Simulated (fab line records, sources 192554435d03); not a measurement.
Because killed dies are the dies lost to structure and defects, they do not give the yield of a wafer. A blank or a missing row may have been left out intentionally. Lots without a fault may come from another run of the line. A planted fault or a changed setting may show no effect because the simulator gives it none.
Which tool is to blame? + flow n5Finfet + 9 lots, 27 wafers sampled, at 6 steps of a route of 1938

WHAT EACH GAUGE READ, for each wafer
N5_BEOL_M1_THK_MEAS_01.
| lot  | measured     | on           | M1_ILD_THK (nm) |
|------|--------------|--------------|-----------------|
| L892 | day 6 22:18  | filmMetro-02 | 79.5 80.3 78.9  |
| L894 | day 7 12:44  | filmMetro-01 | 78.2 80.3 79.2  |
| L895 | day 7 17:13  | filmMetro-02 | 77.8 79.5 80.0  |
| L898 | day 8 13:38  | filmMetro-02 | 79.4 79.4 80.3  |
| L899 | day 8 18:55  | filmMetro-01 | 78.7 78.2 80.0  |
| L900 | day 9 03:08  | filmMetro-02 | 77.9 78.3 78.8  |
| L901 | day 9 09:04  | filmMetro-02 | 78.3 79.1 79.4  |
| L906 | day 10 11:16 | filmMetro-01 | 78.9 78.9 79.2  |
| L910 | day 11 14:36 | filmMetro-02 | 79.2 79.9 80.0  |

N5_BEOL_M1_CD_MEAS_28: target cd y 23.3 nm.
| lot  | measured     | on       | cdNm (nm)         |
|------|--------------|----------|-------------------|
| L892 | day 7 00:25  | cdSem-03 | 23.73 24.20 23.75 |
| L894 | day 7 16:10  | cdSem-01 | 23.68 23.89 24.19 |
| L895 | day 7 19:01  | cdSem-02 | 23.81 23.70 23.93 |
| L898 | day 8 17:16  | cdSem-01 | 22.23 22.61 22.48 |
| L899 | day 8 20:49  | cdSem-02 | 22.57 22.62 22.25 |
| L900 | day 9 05:46  | cdSem-01 | 24.10 24.01 24.08 |
| L901 | day 9 12:34  | cdSem-03 | 22.32 22.34 22.11 |
| L906 | day 10 13:21 | cdSem-03 | 24.41 23.78 24.34 |
| L910 | day 11 17:20 | cdSem-03 | 24.25 24.25 24.08 |

N5_BEOL_M4_RC_MEAS_101.
| lot  | measured     | on        | CHAIN_V0 (ohm/link) | CHAIN_V0_max_site (ohm/link) | DIBL_N (mV/V)  | DIBL_P (mV/V)  | IOFF_N (nA/um)    | IOFF_P (nA/um)    | ION_N (uA/um) | ION_P (uA/um) | SS_N (mV/dec)  | SS_P (mV/dec)  | VT_N (mV)         | VT_P (mV)            |
|------|--------------|-----------|---------------------|------------------------------|----------------|----------------|-------------------|-------------------|---------------|---------------|----------------|----------------|-------------------|----------------------|
| L892 | day 10 22:22 | prober-01 | 239 232 221         | 242 239 231                  | 37.2 36.5 35.9 | 37.1 36.6 35.2 | 0.172 0.161 0.140 | 0.244 0.243 0.227 | 676 672 669   | 472 467 469   | 71.9 71.8 71.0 | 73.9 73.0 72.7 | 248.4 247.0 252.1 | -244.4 -247.3 -248.4 |
| L894 | day 11 17:12 | prober-01 | 234 228 238         | 246 233 251                  | 38.0 37.0 37.8 | 36.8 36.1 36.5 | 0.165 0.151 0.166 | 0.207 0.196 0.200 | 667 676 680   | 454 456 455   | 71.7 70.8 71.3 | 73.4 72.4 73.5 | 248.1 249.1 249.3 | -253.2 -252.9 -253.1 |
| L895 | day 13 01:34 | prober-02 | 221 231 239         | 226 246 253                  | 36.7 37.7 36.1 | 37.0 37.7 34.9 | 0.177 0.182 0.156 | 0.217 0.223 0.183 | 689 677 670   | 466 459 456   | 71.6 72.3 71.0 | 74.0 73.2 73.2 | 250.4 245.9 249.7 | -248.3 -247.1 -251.6 |
| L898 | day 14 10:34 | prober-02 | 288 273 275         | 296 285 282                  | 36.8 37.9 37.7 | 35.7 37.1 37.4 | 0.137 0.163 0.156 | 0.201 0.222 0.216 | 677 675 672   | 467 468 461   | 70.4 71.6 71.7 | 72.5 73.2 74.0 | 250.5 249.0 248.3 | -250.7 -246.1 -251.8 |
| L899 | day 14 12:06 | prober-01 | 271 288 274         | 292 303 290                  | 37.2 38.5 36.4 | 36.9 38.1 36.1 | 0.151 0.178 0.139 | 0.183 0.206 0.181 | 670 664 658   | 455 452 447   | 71.2 72.3 71.2 | 73.8 73.0 73.0 | 251.3 250.4 253.2 | -253.2 -249.8 -252.0 |
| L900 | day 14 23:47 | prober-01 | 227 223 230         | 238 233 240                  | 34.7 36.8 35.3 | 33.6 35.7 34.6 | 0.137 0.175 0.146 | 0.184 0.211 0.197 | 666 667 665   | 458 453 458   | 70.4 71.2 70.7 | 72.8 73.8 73.1 | 250.3 248.7 248.0 | -251.3 -250.6 -250.7 |
| L901 | day 15 10:38 | prober-01 | 256 255 269         | 265 262 285                  | 36.8 34.9 37.2 | 37.0 35.0 37.4 | 0.144 0.116 0.153 | 0.238 0.204 0.250 | 663 650 665   | 460 455 460   | 72.3 71.6 72.1 | 73.7 72.6 73.7 | 251.8 257.1 251.9 | -247.6 -250.4 -248.8 |
| L906 | day 17 01:21 | prober-02 | 231 238 249         | 240 248 259                  | 38.3 37.5 36.9 | 37.3 35.8 35.6 | 0.176 0.154 0.149 | 0.236 0.206 0.204 | 677 680 669   | 462 465 457   | 71.2 71.6 71.5 | 73.9 73.1 73.6 | 245.9 252.5 250.5 | -248.3 -249.6 -249.6 |
| L910 | day 17 17:07 | prober-01 | 223 225 220         | 232 234 233                  | 35.6 36.3 36.0 | 35.2 34.7 35.2 | 0.158 0.159 0.158 | 0.210 0.200 0.205 | 682 666 675   | 464 459 458   | 72.1 72.0 71.3 | 73.3 73.4 73.0 | 248.2 249.2 249.8 | -248.4 -250.9 -249.2 |

WHICH TOOL RAN EACH LOT (tool, then ch and the chambers of the sampled wafers, then the start)
| lot  | N5_BEOL_M1_ILD_DEP_00           | N5_BEOL_M1_ETCH_63                | N5_BEOL_M1_EXPOSE_25             |
|------|---------------------------------|-----------------------------------|----------------------------------|
| L892 | pecvd-03 ch 0,1,2, day 6 22:15  | rieDiel-01 ch 2,3, day 6 23:25    | euvScanner-02 ch 0, day 7 00:18  |
| L894 | pecvd-01 ch 0,1,2, day 7 12:40  | rieDiel-01 ch 0,1, day 7 15:23    | euvScanner-02 ch 0, day 7 16:02  |
| L895 | pecvd-03 ch 0,1, day 7 17:08    | rieDiel-03 ch 1,2,3, day 7 18:19  | euvScanner-02 ch 0, day 7 18:52  |
| L898 | pecvd-03 ch 0,1,2, day 8 13:35  | rieDiel-06 ch 0,1, day 8 16:26    | euvScanner-02 ch 0, day 8 17:08  |
| L899 | pecvd-01 ch 0,1, day 8 18:50    | rieDiel-03 ch 1,2, day 8 20:05    | euvScanner-02 ch 0, day 8 20:40  |
| L900 | pecvd-01 ch 0,1,2, day 9 03:04  | rieDiel-06 ch 1,2,3, day 9 04:52  | euvScanner-01 ch 0, day 9 05:38  |
| L901 | pecvd-03 ch 0,1,2, day 9 08:59  | rieDiel-03 ch 0,2,3, day 9 11:44  | euvScanner-02 ch 0, day 9 12:26  |
| L906 | pecvd-03 ch 0,1, day 10 11:11   | rieDiel-06 ch 0,1,2, day 10 12:33 | euvScanner-01 ch 0, day 10 13:13 |
| L910 | pecvd-02 ch 0,1,2, day 11 14:32 | rieDiel-03 ch 1,2, day 11 16:25   | euvScanner-01 ch 0, day 11 17:13 |
- N5_BEOL_M1_ILD_DEP_00: deposits SiOC from DEMS/O2, target thk 79 nm, time 15.3 s.
- N5_BEOL_M1_ETCH_63: etches SiARC in CF4, target depth 15.6 nm, time 26 s.
- N5_BEOL_M1_EXPOSE_25: exposes mask V0, defocus 5 nm, target cd 24 nm.

AS READ BY THE TOOLS THEMSELVES (means over the sampled wafers that have a number; for cases with no such wafer, the mark the record gives instead)
N5_BEOL_M1_ILD_DEP_00.
| lot  | tool     | heaterPowerW (W) | showerheadPlenumPTorr (Torr) | throttleValvePct (%) |
|------|----------|------------------|------------------------------|----------------------|
| L892 | pecvd-03 | 492              | 5.686                        | 12.1                 |
| L894 | pecvd-01 | 494              | 5.697                        | 11.7                 |
| L895 | pecvd-03 | 447              | 5.671                        | 12.1                 |
| L898 | pecvd-03 | 505              | 5.681                        | 12.3                 |
| L899 | pecvd-01 | 462              | 5.687                        | 12.5                 |
| L900 | pecvd-01 | 460              | 5.695                        | 11.8                 |
| L901 | pecvd-03 | 480              | 5.690                        | 12.3                 |
| L906 | pecvd-03 | 499              | 5.675                        | 12.4                 |
| L910 | pecvd-02 | 464              | 5.690                        | 11.8                 |

N5_BEOL_M1_ETCH_63.
| lot  | tool       | biasW (W) | drypumpMotorCurrentA (A) | etchRfOnTimeS (s) | oesProductAu (a.u.) | rfVppV (V) | showerheadPlenumPTorr (Torr) | throttleValvePct (%) |
|------|------------|-----------|--------------------------|-------------------|---------------------|------------|------------------------------|----------------------|
| L892 | rieDiel-01 | 36.00     | 5.9                      | 25.7              | 0.78                | 185.4      | 2.18                         | 15.49                |
| L894 | rieDiel-01 | 36.05     | 5.5                      | 26.0              | 0.68                | 183.1      | 2.06                         | 15.75                |
| L895 | rieDiel-03 | 36.09     | 5.8                      | 25.7              | 0.68                | 185.1      | 2.15                         | 15.48                |
| L898 | rieDiel-06 | 36.07     | 6.4                      | 26.0              | 0.75                | 184.3      | 2.15                         | 15.59                |
| L899 | rieDiel-03 | 36.01     | 5.7                      | 25.7              | 0.68                | 185.3      | 2.19                         | 15.54                |
| L900 | rieDiel-06 | 36.00     | 5.9                      | 25.9              | 0.69                | 184.4      | 2.10                         | 15.55                |
| L901 | rieDiel-03 | 35.91     | 6.0                      | 25.9              | 0.71                | 183.9      | 2.12                         | 15.55                |
| L906 | rieDiel-06 | 36.06     | 6.1                      | 26.1              | 0.70                | 183.6      | 2.16                         | 15.58                |
| L910 | rieDiel-03 | 35.99     | 5.7                      | 26.0              | 0.66                | 184.8      | 2.18                         | 15.58                |

N5_BEOL_M1_EXPOSE_25.
| lot  | tool          | exposureDoseMJCm2 |
|------|---------------|-------------------|
| L892 | euvScanner-02 | 62.99             |
| L894 | euvScanner-02 | 63.01             |
| L895 | euvScanner-02 | 63.05             |
| L898 | euvScanner-02 | 58.09             |
| L899 | euvScanner-02 | 58.00             |
| L900 | euvScanner-01 | 63.02             |
| L901 | euvScanner-02 | 58.08             |
| L906 | euvScanner-01 | 62.98             |
| L910 | euvScanner-01 | 62.98             |

THE ANSWER, worked out from the rows above alone
Rule: usual is defined by the lots themselves. The widest of any qualifying gaps counts: lots, ordered by their means at a reading, are off when they make up no more than a third of the lots, leave a main group of 4 or more, and stand apart from it by 3 or more times the standard deviation of that group's means. A main group is skipped when, at the precision printed for the reading in the tables above, its means are all equal. Also off: a lot with no number at a reading for which 4 or more lots have one. Any other lot the step has rows for is counted as sound. Order of review: gauges by route order, followed by the tools' own readings, for which a lot's mean as printed above is used. At the first step where some lot is off, the reading lying furthest off is the one used; lots without a number count as furthest.
Off: L898, L899, L901, at N5_BEOL_M1_CD_MEAS_28 (cdNm). The main group has a mean of 24.01 nm with a standard deviation of 0.14.
A tool fits if, at a process step before that reading, it ran every lot that is off, and no sound lot after the first of them. Not tried: the gauges at N5_BEOL_M1_CD_MEAS_28; whatever is off there is also off at N5_BEOL_M4_RC_MEAS_101, on other tools, and gauge error can't account for it. One candidate fits, namely euvScanner-02 at N5_BEOL_M1_EXPOSE_25. A fault onset in the window from L895 (day 7 18:52, its last sound lot) to L898 (day 8 17:08, its first lot off) fits.
The tool's own readings at N5_BEOL_M1_EXPOSE_25 bear it out: on the lots that are off they differ by more than 5 times the standard deviation of the sound lots' means. exposureDoseMJCm2 reads 58.06 there against 63.00 on the sound lots.

WHAT WAS PUT IN BY THE SIMULATOR
Process parameter drift: euvScanner-02, from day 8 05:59 on, at N5_BEOL_M1_EXPOSE_25. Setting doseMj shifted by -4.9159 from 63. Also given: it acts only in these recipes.
Shown lots that were struck: L898, L899, L901. The same result came from the rule above.
